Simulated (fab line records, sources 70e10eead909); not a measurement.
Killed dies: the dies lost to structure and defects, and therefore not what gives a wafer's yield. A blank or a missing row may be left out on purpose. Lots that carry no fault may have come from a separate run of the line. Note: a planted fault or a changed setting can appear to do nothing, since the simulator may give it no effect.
Problem report in the 8D (eight disciplines) form, filled by code | flow nand-harc | the parts of the form that need people (team, actions taken, sign-off) are left out

== 1. THE ISSUE ==
Mean of killed-at-array at NHARC_END_SORT_01: 135 across 6 wafers in 2 lots; on wafers with no fault it is 59 (standard deviation 16). Measured from the usual mean, that is +4.7 standard deviations.
First seen on wafer L495.1, day 29 10:19, on prober-01. The record holds 6 wafers of 2 lots with a number at this step. Rule for "out", or "out of limits": more than 4 standard deviations from the usual mean. Any other wafer with a number is counted as sound.

== 2. WHAT IT IS; WHAT IT IS NOT ==
question                    | is                           | is not
which readings at this step | killed-at-array, killed-dies | killed-at-other, killed-at-periphery, killed-open, killed-short
which lots                  | L494, L495                   | -
which wafers of those lots  | all that have a number       | -
read on which gauges        | prober-01, prober-02         | -
when                        | from day 29 10:19            | up to then (0 sound wafers)

== 3. THE SUSPECTS, EACH WITH WHAT RULES IT OUT ==
Counting: any tool at a process step up to the reading is kept as a suspect provided that every lot that is out went through it and no sound lot did after the first of them.
- the gauge at NHARC_END_SORT_01: ruled out. 2 gauges (prober-01, prober-02) read the wafers that are out.
- rie-diel-02 at NHARC_A_CONTACT_ETCH_75 (etches the open film in CF4, target depth 39 nm, time 65 s): kept. It ran every lot that is out, first L495 (day 26 17:11), and no sound lot after that.
- pvd-sputter-03 at NHARC_THIN_TSV_DEGAS_49 (time 120 s): kept. It ran every lot that is out, first L495 (day 28 19:34), and no sound lot after that.
What counting leaves: rie-diel-02 at NHARC_A_CONTACT_ETCH_75 and pvd-sputter-03 at NHARC_THIN_TSV_DEGAS_49.

== 4. THE CAUSE (what the simulator had put in) ==
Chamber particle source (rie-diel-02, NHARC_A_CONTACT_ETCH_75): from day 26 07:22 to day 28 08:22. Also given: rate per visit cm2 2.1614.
This tool is one of the 2 suspects left after counting.

== 5. SEQUENCE OF EFFECTS, ordered by route ==
One row per reading whose mean, taken over the struck wafers that have a number, lies over 3 standard deviations from the usual. Only readings whose record carries a usual standard deviation are examined. hours: median over the lots of the time between each lot's start at the first step of this table that gives one and its start at this step. sigmas: the change, counted in usual standard deviations.
hours | step              | reading         | usual | on struck wafers | change | sigmas
0     | NHARC_END_SORT_01 | killed-at-array | 59    | 135              | +76    | +4.7
0     | NHARC_END_SORT_01 | killed-dies     | 64    | 137              | +73    | +4.6

== 6. HOW IT WOULD HAVE BEEN CAUGHT EARLIER ==
In this record the first reading out of limits at a measuring or inspecting step was taken at day 29 10:19, 75 hours after the fault began at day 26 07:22.
Of the tool readings at NHARC_A_CONTACT_ETCH_75 for which the record gives a usual standard deviation, none was out on any struck wafer, so an alarm limit of 4 standard deviations on them would not have fired.
By day 29 10:19 the whole set of lots that are out, 2 in number, had already begun NHARC_A_CONTACT_ETCH_75 on rie-diel-02. None of them would have been spared by holding the tool at that moment.
